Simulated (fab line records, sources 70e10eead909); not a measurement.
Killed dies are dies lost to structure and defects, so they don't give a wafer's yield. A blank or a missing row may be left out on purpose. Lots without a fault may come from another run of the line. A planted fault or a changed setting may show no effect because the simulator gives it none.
Which tool did it? | flow nand_harc | 24 lots, 72 wafers sampled, at 2 steps of a route of 1159

WHAT THE GAUGES READ, wafer by wafer
NHARC_A_CHANNEL_HOLE_D1_OVL_MEAS_11. Usual: overlay_x_nm -0.2 nm, standard deviation 0.69; overlay_y_nm -0.2 nm, standard deviation 1.
lot  | measured     | on         | overlay_x_nm (nm) | overlay_y_nm (nm) | flag
L074 | day 8 03:01  | overlay-01 | 0.0 0.0 -0.2      | 0.7 0.9 0.7       |
L076 | day 8 15:21  | overlay-02 | -0.7 -0.8 -0.6    | -2.0 -1.8 -1.4    |
L075 | day 8 16:31  | overlay-02 | 1.1 1.4 1.1       | 1.6 1.1 1.3       |
L077 | day 9 02:23  | overlay-02 | 0.3 0.2 -0.3      | 1.2 0.7 1.2       |
L078 | day 9 06:54  | overlay-02 | -1.0 -0.1 -0.2    | -0.9 -1.5 -1.2    |
L079 | day 9 07:04  | overlay-01 | -0.9 -0.4 -0.3    | -0.5 0.2 -1.2     |
L080 | day 9 21:04  | overlay-02 | 0.5 0.2 0.6       | 0.1 0.2 0.2       |
L081 | day 9 21:13  | overlay-01 | -1.4 -0.9 -1.0    | 0.0 0.5 0.0       |
L082 | day 10 13:16 | overlay-01 | -0.1 -0.6 -0.6    | -0.1 0.1 -0.1     |
L083 | day 10 14:35 | overlay-02 | -0.4 -0.6 0.3     | -0.8 -0.5 0.0     |
L085 | day 11 05:48 | overlay-01 | -0.7 0.0 -0.6     | -0.1 -0.4 0.5     |
L084 | day 11 05:57 | overlay-02 | 0.1 -0.2 0.3      | 0.0 -0.1 -0.1     |
L087 | day 11 11:54 | overlay-02 | -0.7 -0.6 -1.1    | -0.9 -1.0 -1.1    |
L086 | day 11 12:18 | overlay-01 | 1.8 1.8 1.5       | -1.8 -1.3 -1.5    |
L088 | day 11 19:28 | overlay-01 | 0.0 -0.8 -1.0     | 0.4 1.1 1.1       |
L090 | day 12 02:17 | overlay-02 | -0.8 -1.0 -1.1    | 0.0 -0.5 -0.2     |
L089 | day 12 02:26 | overlay-01 | -0.2 -0.3 -0.2    | -1.7 -1.8 -1.6    |
L091 | day 12 04:02 | overlay-02 | -0.5 -0.8 -0.6    | -0.2 -0.4 -0.2    |
L092 | day 12 13:35 | overlay-01 | -0.4 -0.5 -0.5    | -1.7 -1.7 -1.9    |
L093 | day 12 13:44 | overlay-02 | 0.5 1.2 0.1       | 1.0 1.4 1.6       |
L094 | day 13 05:50 | overlay-02 | -0.9 -1.4 -1.1    | -0.3 0.1 0.0      |
L095 | day 13 10:05 | overlay-02 | -0.7 -0.2 -0.4    | 1.0 0.5 0.6       |
L097 | day 13 10:16 | overlay-02 | -0.3 -0.3 -0.9    | -1.3 -1.4 -1.4    |
L096 | day 13 12:06 | overlay-01 | -1.0 -0.4 -0.5    | 1.1 1.1 1.4       |

NHARC_A_CHANNEL_HOLE_D1_CD_MEAS_18. Usual: cd_nm 99.2 nm, standard deviation 1.5.
lot  | measured     | on        | cd_nm (nm)        | flag
L074 | day 8 04:15  | cd_sem-02 | 101.1 99.9 101.1  |
L076 | day 8 16:33  | cd_sem-01 | 98.2 99.3 99.8    |
L075 | day 8 17:43  | cd_sem-02 | 98.8 96.6 99.1    |
L077 | day 9 03:35  | cd_sem-01 | 100.3 100.7 100.3 |
L078 | day 9 08:07  | cd_sem-01 | 98.5 99.9 98.2    |
L079 | day 9 08:17  | cd_sem-03 | 99.0 97.3 100.1   |
L080 | day 9 22:16  | cd_sem-02 | 100.4 98.4 101.8  |
L081 | day 9 22:25  | cd_sem-03 | 102.5 99.7 99.8   |
L082 | day 10 14:29 | cd_sem-02 | 96.2 94.9 98.9    |
L083 | day 10 15:48 | cd_sem-03 | 98.8 99.6 98.8    |
L085 | day 11 07:05 | cd_sem-01 | 98.8 99.2 100.0   |
L084 | day 11 07:09 | cd_sem-02 | 99.0 97.8 98.1    |
L087 | day 11 13:07 | cd_sem-01 | 100.5 99.3 98.9   |
L086 | day 11 13:30 | cd_sem-01 | 97.6 96.5 98.9    |
L088 | day 11 20:40 | cd_sem-02 | 99.6 98.5 100.5   |
L090 | day 12 03:29 | cd_sem-03 | 99.9 98.7 100.5   |
L089 | day 12 03:38 | cd_sem-01 | 101.8 99.6 98.7   |
L091 | day 12 05:14 | cd_sem-01 | 98.7 98.8 97.4    |
L092 | day 12 14:47 | cd_sem-02 | 97.4 101.6 98.9   |
L093 | day 12 14:56 | cd_sem-01 | 97.2 99.3 100.0   |
L094 | day 13 07:02 | cd_sem-03 | 97.8 98.0 101.1   |
L095 | day 13 11:17 | cd_sem-03 | 97.8 100.6 98.7   |
L097 | day 13 11:28 | cd_sem-01 | 98.8 101.0 99.6   |
L096 | day 13 13:18 | cd_sem-03 | 101.3 98.5 100.3  |

WHICH TOOL RAN EACH LOT (tool, then ch and the chambers of the sampled wafers, then the start)
The record holds no process step before these readings.

WHAT THE TOOLS THEMSELVES READ (means of the sampled wafers that have a number; where no wafer has one, the mark that the record gives instead)
The record holds no such reading with a usual standard deviation.

THE ANSWER, worked out from the rows above alone
Rule: a lot is off if the mean of its wafers that have a number lies more than 3 standard deviations from the usual mean. A lot without any number at a reading at which 4 lots or more have one is off too. The other lots that the step has rows for count as sound. The gauges are gone through in route order, then the tools' own readings, and for those a lot's mean is taken as printed above. The first step at which some lot is off is used, and at that step the reading that is off furthest; a lot without a number counts as furthest.
No lot is off at any reading shown: from this, nothing can be told.

WHAT THE SIMULATOR HAD PUT IN
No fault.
